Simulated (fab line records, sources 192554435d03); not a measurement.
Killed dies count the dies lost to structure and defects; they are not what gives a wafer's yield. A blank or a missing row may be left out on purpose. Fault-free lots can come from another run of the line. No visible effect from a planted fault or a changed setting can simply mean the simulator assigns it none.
Chamber matching :: flow n5 finfet :: N5_BEOL_M9_ILD_DEP_00 on pecvd-04: 3 sister chambers
The step deposits SiCOH lowk from DEMS/porogen, target thk 308.51 nm, time 58 s. 3 wafers are shown with their chamber, then 11 later ones without.

WAFERS PAIRED WITH THEIR CHAMBERS
wafer: L086.4
chamber: 2
throttle valve pct (%): 14.3

wafer: L086.5
chamber: 1
throttle valve pct (%): 14.5

wafer: L089.1
chamber: 0
throttle valve pct (%): 13.4

WAFERS WITH NO CHAMBER GIVEN
wafer: L089.4
throttle valve pct (%): 14.3

wafer: L089.6
throttle valve pct (%): 13.2

wafer: L088.2
throttle valve pct (%): 14.3

wafer: L088.5
throttle valve pct (%): 14.2

wafer: L088.6
throttle valve pct (%): 13.6

wafer: L095.1
throttle valve pct (%): 13.5

wafer: L095.3
throttle valve pct (%): 14.5

wafer: L095.4
throttle valve pct (%): 14.0

wafer: L096.3
throttle valve pct (%): 14.4

wafer: L096.4
throttle valve pct (%): 14.3

wafer: L096.6
throttle valve pct (%): 14.2

CHAMBER TAKEN BY EACH
wafer: L089.4
from the rows above: can't be placed: 2 or 1
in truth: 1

wafer: L089.6
from the rows above: 0
in truth: 0

wafer: L088.2
from the rows above: can't be placed: 2 or 1
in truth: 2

wafer: L088.5
from the rows above: can't be placed: 2 or 1
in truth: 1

wafer: L088.6
from the rows above: 0
in truth: 0

wafer: L095.1
from the rows above: 0
in truth: 0

wafer: L095.3
from the rows above: can't be placed: 1 or 2
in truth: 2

wafer: L095.4
from the rows above: can't be placed: 2 or 1
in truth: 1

wafer: L096.3
from the rows above: can't be placed: 1 or 2
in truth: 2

wafer: L096.4
from the rows above: can't be placed: 2 or 1
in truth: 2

wafer: L096.6
from the rows above: can't be placed: 2 or 1
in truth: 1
Placed correctly: 3 of 11. From these rows, 8 cannot be placed; in 8 the true chamber is one of the candidates. Wrongly placed: 0.
How it was worked out, from the rows above alone: a wafer's distance from a chamber is the root of the sum, over the readings, of the square of ((its reading less the chamber's mean) divided by the reading's scatter). If the next closest chamber is less than 2 further off than the closest, the wafer can't be placed; otherwise it belongs to the closest. For every chamber, the mean is computed from those of its wafers that are shown. The scatter: root of mean squared gap, hidden wafer to nearest shown wafer, with one shown wafer a chamber.
